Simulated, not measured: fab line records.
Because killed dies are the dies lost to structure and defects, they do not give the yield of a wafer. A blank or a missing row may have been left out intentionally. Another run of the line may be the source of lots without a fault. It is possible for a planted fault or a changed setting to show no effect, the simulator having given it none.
A single fault, viewed from 2 desks | flow n5-finfet | numbers are kept per desk, each desk with only its own; the story behind them comes last

TOOL OWNER'S DESK, rie-si-05
The tool's own readings at N5_BEOL_M0_SAQP_MANDREL_ETCH_20 (etches a-Si in HBr/Cl2, stops on SiNx, target depth 60 nm, bt time 10 s, time 30 s): means of the sampled wafers that have a number, for each lot that ran on this tool. If a lot's mean is further than 4 standard deviations from the usual mean, the lot is out of limits and carries the mark OUT (the distance appears in the brackets).
Columns: A = drypump-motor-current-A at N5_BEOL_M0_SAQP_MANDREL_ETCH_20, usual 5.7 A; B = oes-product-au at N5_BEOL_M0_SAQP_MANDREL_ETCH_20, usual 0.776 a.u.; C = rf-fwd-power-W at N5_BEOL_M0_SAQP_MANDREL_ETCH_20, usual 795.1 W; D = throttle-valve-pct at N5_BEOL_M0_SAQP_MANDREL_ETCH_20, usual 35.2 %
lot  | first seen here | A   | B     | C               | D
L554 | day 6 13:59     | 5.5 | 0.776 | 797.7           | 35.0
L553 | day 6 19:19     | 5.9 | 0.765 | 796.2           | 35.0
L556 | day 6 23:36     | 5.6 | 0.777 | 602.7 (-64) OUT | 35.2
L559 | day 7 17:46     | 5.6 | 0.770 | 600.8 (-65) OUT | 35.2
L572 | day 10 23:22    | 6.0 | 0.774 | 791.3           | 35.3
This desk's verdict: out of limits on L556, L559, starting with L556 at day 6 23:36 (rf-fwd-power-W at N5_BEOL_M0_SAQP_MANDREL_ETCH_20). In limits: L554, L553, L572.

THE METROLOGY DESK
Means of the sampled wafers that have a number, per lot and without regard to the tool the lot ran on: this is what the gauges read. If a lot's mean is further than 4 standard deviations from the usual mean, the lot is out of limits and carries the mark OUT (the distance appears in the brackets). Shown here are 7 of its 10 readings, the ones lying furthest out on some lot.
Columns: A = DIBL_N at N5_BEOL_M4_RC_MEAS_101, usual 36.5 mV/V; B = DIBL_P at N5_BEOL_M4_RC_MEAS_101, usual 36.9 mV/V; C = IOFF_N at N5_BEOL_M4_RC_MEAS_101, usual 0.17 nA/um; D = IOFF_P at N5_BEOL_M4_RC_MEAS_101, usual 0.22 nA/um; E = ION_P at N5_BEOL_M4_RC_MEAS_101, usual 461 uA/um; F = SS_N at N5_BEOL_M4_RC_MEAS_101, usual 71.6 mV/dec; G = VT_P at N5_BEOL_M4_RC_MEAS_101, usual -250 mV
lot  | first seen here | A    | B    | C    | D    | E   | F    | G
L551 | day 9 04:32     | 35.9 | 36.2 | 0.15 | 0.21 | 458 | 71.3 | -250
L553 | day 9 15:00     | 36.3 | 35.8 | 0.15 | 0.21 | 453 | 71.6 | -251
L554 | day 9 17:33     | 34.5 | 34.1 | 0.13 | 0.17 | 446 | 71.6 | -252
L556 | day 9 21:05     | 35.9 | 37.1 | 0.17 | 0.21 | 458 | 71.9 | -251
L559 | day 10 18:16    | 40.2 | 40.1 | 0.24 | 0.32 | 475 | 72.5 | -245
L566 | day 12 22:58    | 37.9 | 37.8 | 0.21 | 0.25 | 466 | 72.0 | -248
L570 | day 14 03:44    | 37.9 | 37.7 | 0.23 | 0.31 | 482 | 71.8 | -240
L572 | day 14 05:49    | 37.1 | 37.9 | 0.16 | 0.22 | 462 | 71.3 | -251
L571 | day 14 06:13    | 37.0 | 35.8 | 0.14 | 0.20 | 448 | 71.5 | -252
L573 | day 15 04:48    | 41.2 | 43.5 | 0.26 | 0.31 | 464 | 72.8 | -245
This desk's finding: nothing out of limits on any of the 10 lots.

BROUGHT TOGETHER
The tool owner's desk had the chance to raise an alarm at day 6 23:36 on L556, L559.
The metrology desk saw nothing out of limits.
The metrology desk holds a record of L556, L559, inside its limits.
The lots listed all ran N5_BEOL_M0_SAQP_MANDREL_ETCH_20 on rie-si-05.

WHAT THE SIMULATOR HAD INSERTED
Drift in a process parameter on rie-si-05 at N5_BEOL_M0_SAQP_MANDREL_ETCH_20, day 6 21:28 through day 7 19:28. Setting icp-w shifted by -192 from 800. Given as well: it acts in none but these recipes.
Shown lots that were struck: L556, L559.
Hours from the fault's start to each desk's first reading out of limits: the tool owner's desk, 2.
